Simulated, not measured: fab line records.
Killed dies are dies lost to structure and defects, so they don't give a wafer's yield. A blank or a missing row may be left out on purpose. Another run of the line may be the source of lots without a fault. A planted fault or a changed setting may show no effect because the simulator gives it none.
A struck lot beside a sound one / flow nand-harc / 22 out of 1302 route steps
Sound: the wafers L200.1, L200.2, L200.5. Struck: wafers L204.1, L204.3, L204.5. The cause is named last.
Order at every step that has rows: each side's tool, ch and its chambers, its first start. Under that, the readings that differ: sound wafers / struck wafers / difference of the means / sigmas: that difference in standard deviations of wafers without a fault.
alike: same words and numbers on both sides, and readings whose means sit less than 2 such deviations apart. not compared: any withheld reading, any reading some wafer has no value for, any bound like >300 that may hide the same value, and any number with overlapping values for which the record gives no deviation.
Wherever a step has rows on one side only, a row that says differs or no value, or a row with sigmas, the two part there. Non-overlapping numbers with no deviation appear without sigmas and do not part them. A reading that every wafer of one side lacks parts them only if that side has two wafers or more.

NHARC_A_BLC_CVD_24: deposits W, target thk 150 nm, time 434 s.
  sound: cvd-w-02 ch 0,1; struck: cvd-w-01 ch 0
  alike: heater-power-w, mfc-wf6-sccm, throttle-valve-pct
  not compared: since-wet-clean-h
NHARC_A_BLC_CMP_25: polishes, t overpolish 30 s, target thk 150 nm.
  sound on cmp-02 ch 0,2,3, day 23 16:55; struck on cmp-03 ch 0,2, day 25 19:52
  alike: motor-current-A, overpolish-run-s, time-to-endpoint-s
after that, 1 step had no rows for these wafers: NHARC_A_BLC_SRD_27.
NHARC_A_BLC_INSPECT_28:
  sound on defect-inspect-02, day 23 17:16; struck on defect-inspect-02, day 25 20:16
  alike: raw-defect-count
then, 7 steps without rows for these wafers: NHARC_A_M0_DEP_00 (deposits SiOC, target thk 150 nm); NHARC_A_M0_DEHYDRATE_01 (time 120 s); NHARC_A_M0_HMDS_02 (time 30 s); NHARC_A_M0_COAT_33 (time 65 s); NHARC_A_M0_COAT_03 (resist thk 90 nm); NHARC_A_M0_SOFTBAKE_04 (time 55 s); NHARC_A_M0_EBR_05.
NHARC_A_M0_EXPOSE_06: exposes mask A M0, target cd 80 nm.
  sound on arfi-scanner-03 ch 0, day 23 18:10; struck on arfi-scanner-03 ch 0, day 25 21:02
reading=exposure-dose-mJ-cm2; sound=83.36 83.25 83.31; struck=88.49 88.57 88.54; difference=+5.23; sigmas=+72
  alike: mask, reticle-temp-C
then, 2 steps without rows for these wafers: NHARC_A_M0_PEB_07 (peb time 65 s); NHARC_A_M0_DEVELOP_08 (develop time 35 s).
NHARC_A_M0_CD_MEAS_09 targets a cd of 80 nm.
  sound on cd-sem-01 ch 0, day 23 18:19; struck on cd-sem-03 ch 0, day 25 21:10
reading=cd-nm (nm); sound=81.5 80.6 80.2; struck=83.7 84.2 82.7; difference=+2.8; sigmas=+4
NHARC_A_M0_OVL_MEAS_10: pitch 160 nm.
  sound on overlay-01, day 23 18:24; struck on overlay-02, day 25 21:16
  alike: overlay-x-nm, overlay-y-nm
NHARC_A_M0_INSPECT_11:
  sound on defect-inspect-01, day 23 18:26; struck on defect-inspect-01, day 25 21:18
  alike: raw-defect-count
NHARC_A_M0_DESCUM_14: chemistry O2, time 3 s.
  sound on rie-diel-01 ch 1,2,3, day 23 18:30; struck on rie-diel-07 ch 0,2,3, day 25 21:22
reading=showerhead-plenum-p-Torr (Torr); sound=1.79 1.79 1.80; struck=2.04 1.99 1.96; difference=+0.20; sigmas=+2
reading=model.A_M0.cd-nm (nm); sound=82.09 80.4 79.18; struck=84.15 84.26 82.81; difference=+3.18; sigmas=
  alike: drypump-motor-current-A, oes-product-au, rf-vpp-V, throttle-valve-pct
  not compared: rf-hours-counter-h
NHARC_A_M0_ETCH_34: etches the open film in N2/H2, target depth 40 nm, overetch 12 nm, time 43.94 s.
  sound on rie-diel-01 ch 0,2, day 23 18:35; struck on rie-diel-07 ch 0,2, day 25 21:26
  alike: drypump-motor-current-A, oes-product-au, rf-vpp-V, showerhead-plenum-p-Torr, throttle-valve-pct
  not compared: rf-hours-counter-h
NHARC_A_M0_ETCH_15: etches the open film in C4F8/Ar, target depth 150 nm, overetch 15 nm, time 82.5 s.
  sound: rie-diel-01 ch 1,2,3; struck: rie-diel-07 ch 0,2,3
reading=rf-vpp-V (V); sound=437 437 437; struck=443 446 444; difference=+7; sigmas=+2
reading=model.A_M0.cd-nm (nm); sound=82.25 80.2 79.38; struck=83.96 83.91 82.71; difference=+2.92; sigmas=
  alike: oes-product-au
  not compared: rf-hours-counter-h
NHARC_A_M0_CD_MEAS_16:
  sound on cd-sem-01, day 23 18:48; struck on cd-sem-03, day 25 21:39
reading=cd-nm (nm); sound=82.3 79.9 79.5; struck=83.8 83.9 82.8; difference=+2.9; sigmas=+3
NHARC_END_SORT_01:
  the record has rows for the sound wafers here (prober-01 ch 0, day 25 09:20) and none for the struck ones

WHERE THEY PART
At NHARC_A_M0_EXPOSE_06 first; at NHARC_END_SORT_01 last (within this record only).

WHY: what had been put in by the simulator
Process parameter drift: arfi-scanner-03, from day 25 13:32 on, at NHARC_A_M0_EXPOSE_06. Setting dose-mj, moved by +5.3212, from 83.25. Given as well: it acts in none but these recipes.
